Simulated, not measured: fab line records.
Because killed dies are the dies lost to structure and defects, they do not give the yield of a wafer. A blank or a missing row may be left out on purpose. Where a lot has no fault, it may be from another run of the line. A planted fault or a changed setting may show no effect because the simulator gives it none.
Lot-split experiment :: flow n5 finfet :: 7 lots, 21 wafers read, on a route of 1938 steps

## THE SPLIT ITSELF
At N5_BEOL_M14_DEP_53 (deposits SiCN from 3MS/NH3, target thk 50 nm, time 17.8 s), the setting time s was moved away from the recipe's 17.8 s on 6 of the 21 wafers read, by -14.6% to +11.1%. The other wafers ran this setting at the recipe's value.

The reading comes from the split's own step.

## THE READING
SiCN_of_BEOL_M14_DEP_53.thk nm (the simulator's own value, which no gauge read), in nm, at N5_BEOL_M14_DEP_53 (deposits SiCN from 3MS/NH3, target thk 50 nm, time 17.8 s). The file does not state a usual value for it. Across the 15 wafers here that went through the recipe, the average is 50.0 nm and the standard deviation 0.61 nm.

wafer: L074.2
tool, chamber at the split: pecvd-01, 0
time s as run, s: 16.79
against the recipe: -5.7%
SiCN_of_BEOL_M14_DEP_53.thk nm, nm: 47.2
against lot-mates on the recipe: -2.8

wafer: L074.3
tool, chamber at the split: pecvd-01, 2
time s as run, s: 17.8
against the recipe: recipe
SiCN_of_BEOL_M14_DEP_53.thk nm, nm: 49.6
against lot-mates on the recipe: -

wafer: L074.4
tool, chamber at the split: pecvd-01, 0
time s as run, s: 17.8
against the recipe: recipe
SiCN_of_BEOL_M14_DEP_53.thk nm, nm: 50.4
against lot-mates on the recipe: -

wafer: L076.1
tool, chamber at the split: pecvd-04, 1
time s as run, s: 17.8
against the recipe: recipe
SiCN_of_BEOL_M14_DEP_53.thk nm, nm: 50.4
against lot-mates on the recipe: -

wafer: L076.2
tool, chamber at the split: pecvd-04, 2
time s as run, s: 15.54
against the recipe: -12.7%
SiCN_of_BEOL_M14_DEP_53.thk nm, nm: 43.6
against lot-mates on the recipe: -6.8

wafer: L076.5
tool, chamber at the split: pecvd-04, 2
time s as run, s: 15.54
against the recipe: -12.7%
SiCN_of_BEOL_M14_DEP_53.thk nm, nm: 44.6
against lot-mates on the recipe: -5.8

wafer: L084.3
tool, chamber at the split: pecvd-01, 1
time s as run, s: 19.78
against the recipe: +11.1%
SiCN_of_BEOL_M14_DEP_53.thk nm, nm: 54.8
against lot-mates on the recipe: +3.8

wafer: L084.5
tool, chamber at the split: pecvd-01, 0
time s as run, s: 17.8
against the recipe: recipe
SiCN_of_BEOL_M14_DEP_53.thk nm, nm: 51
against lot-mates on the recipe: -

wafer: L084.6
tool, chamber at the split: pecvd-01, 1
time s as run, s: 19.78
against the recipe: +11.1%
SiCN_of_BEOL_M14_DEP_53.thk nm, nm: 56.4
against lot-mates on the recipe: +5.4

wafer: L085.1
tool, chamber at the split: pecvd-04, 0
time s as run, s: 17.8
against the recipe: recipe
SiCN_of_BEOL_M14_DEP_53.thk nm, nm: 49.6
against lot-mates on the recipe: -

wafer: L085.5
tool, chamber at the split: pecvd-04, 1,2
time s as run, s: 17.8
against the recipe: recipe
SiCN_of_BEOL_M14_DEP_53.thk nm, nm: 50.6
against lot-mates on the recipe: -

wafer: L085.6
tool, chamber at the split: pecvd-04, 1,2
time s as run, s: 17.8
against the recipe: recipe
SiCN_of_BEOL_M14_DEP_53.thk nm, nm: 50.6
against lot-mates on the recipe: -

wafer: L093.2
tool, chamber at the split: pecvd-01, 1
time s as run, s: 17.8
against the recipe: recipe
SiCN_of_BEOL_M14_DEP_53.thk nm, nm: 49.2
against lot-mates on the recipe: -

wafer: L093.3
tool, chamber at the split: pecvd-01, 0
time s as run, s: 17.8
against the recipe: recipe
SiCN_of_BEOL_M14_DEP_53.thk nm, nm: 49.4
against lot-mates on the recipe: -

wafer: L093.4
tool, chamber at the split: pecvd-01, 1
time s as run, s: 17.8
against the recipe: recipe
SiCN_of_BEOL_M14_DEP_53.thk nm, nm: 50.4
against lot-mates on the recipe: -

wafer: L092.1
tool, chamber at the split: pecvd-02, 0
time s as run, s: 17.8
against the recipe: recipe
SiCN_of_BEOL_M14_DEP_53.thk nm, nm: 50
against lot-mates on the recipe: -

wafer: L092.2
tool, chamber at the split: pecvd-02, 2
time s as run, s: 17.8
against the recipe: recipe
SiCN_of_BEOL_M14_DEP_53.thk nm, nm: 50.6
against lot-mates on the recipe: -

wafer: L092.3
tool, chamber at the split: pecvd-02, 1
time s as run, s: 17.8
against the recipe: recipe
SiCN_of_BEOL_M14_DEP_53.thk nm, nm: 49.2
against lot-mates on the recipe: -

wafer: L091.1
tool, chamber at the split: pecvd-02, 1
time s as run, s: 17.8
against the recipe: recipe
SiCN_of_BEOL_M14_DEP_53.thk nm, nm: 49
against lot-mates on the recipe: -

wafer: L091.5
tool, chamber at the split: pecvd-02, 2
time s as run, s: 17.8
against the recipe: recipe
SiCN_of_BEOL_M14_DEP_53.thk nm, nm: 50.2
against lot-mates on the recipe: -

wafer: L091.6
tool, chamber at the split: pecvd-02, 0
time s as run, s: 15.2
against the recipe: -14.6%
SiCN_of_BEOL_M14_DEP_53.thk nm, nm: 43.4
against lot-mates on the recipe: -6.2
Where a row lists several chambers, the file gives one row for several wafers and doesn't say which wafer went through which chamber.

FIT RESULTS
A straight line over all 21 wafers: SiCN_of_BEOL_M14_DEP_53.thk nm changes by +0.476 nm for each +1% of time s; r = +0.98; the points scatter about the line by 0.63 nm.
The same after taking each lot's own level away (the mean of its wafers on the recipe; 21 wafers): +0.45 nm for each +1%; r = +0.98; scatter 0.58 nm.
Per that fit: largest time s move, reading shift of 6.6 nm.
The lots' own levels span 49.60 to 51.00 nm, that is 2.3 times the standard deviation above.
So the lot-to-lot level changes the slope little: the two slopes agree.
Check: -6.83 nm against its lot-mates is what the line predicts for one of the wafers moved furthest among these (-14.6%) when that wafer is left out of the fit. It came out at -6.2 nm against them.

## THE OTHER SPLITS THESE WAFERS WENT THROUGH
Note: prior to the reading, these wafers also went through further splits. Each is held against what the fit with the lots' levels taken away leaves over:
other split on the same wafers: N5_BEOL_M11_ETCH_41 time s
wafers away from the commonest value: 6
r with SiCN_of_BEOL_M14_DEP_53.thk nm (lot level and that fit taken away): +0.17

other split on the same wafers: N5_BEOL_M12_SPUTTER_44 power w
wafers away from the commonest value: 6
r with SiCN_of_BEOL_M14_DEP_53.thk nm (lot level and that fit taken away): +0.08

other split on the same wafers: N5_BEOL_M14_PEB_26 peb temp c
wafers away from the commonest value: 10
r with SiCN_of_BEOL_M14_DEP_53.thk nm (lot level and that fit taken away): -0.16

other split on the same wafers: N5_BEOL_M14_TRENCH_ETCH_34 time s
wafers away from the commonest value: 4
r with SiCN_of_BEOL_M14_DEP_53.thk nm (lot level and that fit taken away): +0.01

other split on the same wafers: N5_BEOL_M14_SPUTTER_45 power w
wafers away from the commonest value: 7
r with SiCN_of_BEOL_M14_DEP_53.thk nm (lot level and that fit taken away): +0.31

## FILE'S OWN FIT
SiCN_of_BEOL_M14_DEP_53.thk nm changes by +0.448 nm for each +1% of time s, r = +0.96.
